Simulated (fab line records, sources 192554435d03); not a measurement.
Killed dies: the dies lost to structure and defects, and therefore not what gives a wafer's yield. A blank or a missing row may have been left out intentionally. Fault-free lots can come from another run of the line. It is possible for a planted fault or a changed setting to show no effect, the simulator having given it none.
Problem report, 8D (eight disciplines) form, completed by code | flow n5Finfet | the parts of the form that need people (team, actions taken, sign-off) are left out

## 1. PROBLEM STATEMENT
Mean of cdNm at N5_BEOL_M15_CD_MEAS_28: 396.6 nm across 5 wafers in 3 lots; on wafers with no fault it is 407.4 nm (standard deviation 1.6). Relative to the usual mean, that is a shift of -6.8 standard deviations.
The step: target cd 407.6 nm.
The first sign was on wafer L597.1 at day 16 12:52, on cdSem-01. Wafers with a number at this step in the record: 29, from 11 lots. Rule for "out", or "out of limits": more than 4 standard deviations from the usual mean. The rest of the wafers with a number are treated as sound.

## 2. WHAT IT IS, AND WHAT IT ISN'T
question                    | is                     | is not
which readings at this step | cdNm                   | -
which lots                  | L597, L598, L599       | L579, L582, L583, L585, L589, L594, L595, L602
which wafers of those lots  | all that have a number | -
read on which gauges        | cdSem-01, cdSem-02     | cdSem-03
when                        | from day 16 12:52      | up to then (21 sound wafers); but 3 sound wafers of L602 came after

## 3. THE SUSPECTS, EACH WITH WHAT RULES IT OUT
Counting: a tool at a process step up to the reading stays a suspect if it ran every lot that is out and no sound lot after the first of them.
- ruled out: the gauge at N5_BEOL_M15_CD_MEAS_28. 2 gauges (cdSem-01, cdSem-02) read the wafers that are out.
- krfScanner-01 at N5_BEOL_M15_EXPOSE_25 (exposes mask M15, target cd 400 nm): kept. It ran every lot that is out, first L597 (day 16 12:42), and no sound lot after that; its last sound lot up to then is L595 (day 15 16:47). On those wafers its own readings are out: exposureDoseMJCm2.
Left after counting: krfScanner-01 at N5_BEOL_M15_EXPOSE_25.

## 4. THE CAUSE (what the simulator had put in)
Drift in process parameters on krfScanner-01 at N5_BEOL_M15_EXPOSE_25, starting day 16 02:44. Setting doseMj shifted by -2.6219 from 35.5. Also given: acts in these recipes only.
Only this tool survived the counting.

## 5. SEQUENCE OF EFFECTS, ordered by route
Each row: a reading whose mean over the struck wafers that have a number lies more than 3 standard deviations from the usual. Only readings whose record carries a usual standard deviation are examined. hours: median over the lots of the time between each lot's start at the first step of this table that gives one and its start at this step. sigmas: the change, counted in usual standard deviations.
hours | step                   | reading           | usual    | on struck wafers | change | sigmas
0     | N5_BEOL_M15_EXPOSE_25  | exposureDoseMJCm2 | 35.46    | 33.30            | -2.16  | -64
0     | N5_BEOL_M15_CD_MEAS_28 | cdNm              | 407.4 nm | 396.6            | -10.8  | -6.8
It contains these process steps:
- N5_BEOL_M15_EXPOSE_25: exposes mask M15, target cd 400 nm.

## 6. WHAT WOULD HAVE CAUGHT IT SOONER
10 hours passed between the start of the fault at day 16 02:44 and the first reading out of limits at a measuring or inspecting step in this record, taken at day 16 12:52.
At N5_BEOL_M15_EXPOSE_25, the tool's own readings (exposureDoseMJCm2) were out on each struck wafer the step has a row for, so an alarm limit on them would have fired on the first such wafer.
L599, L598, from the lots that are out (3), started N5_BEOL_M15_EXPOSE_25 on krfScanner-01 later than day 16 12:52. A hold on the tool at that time would have spared those 2.
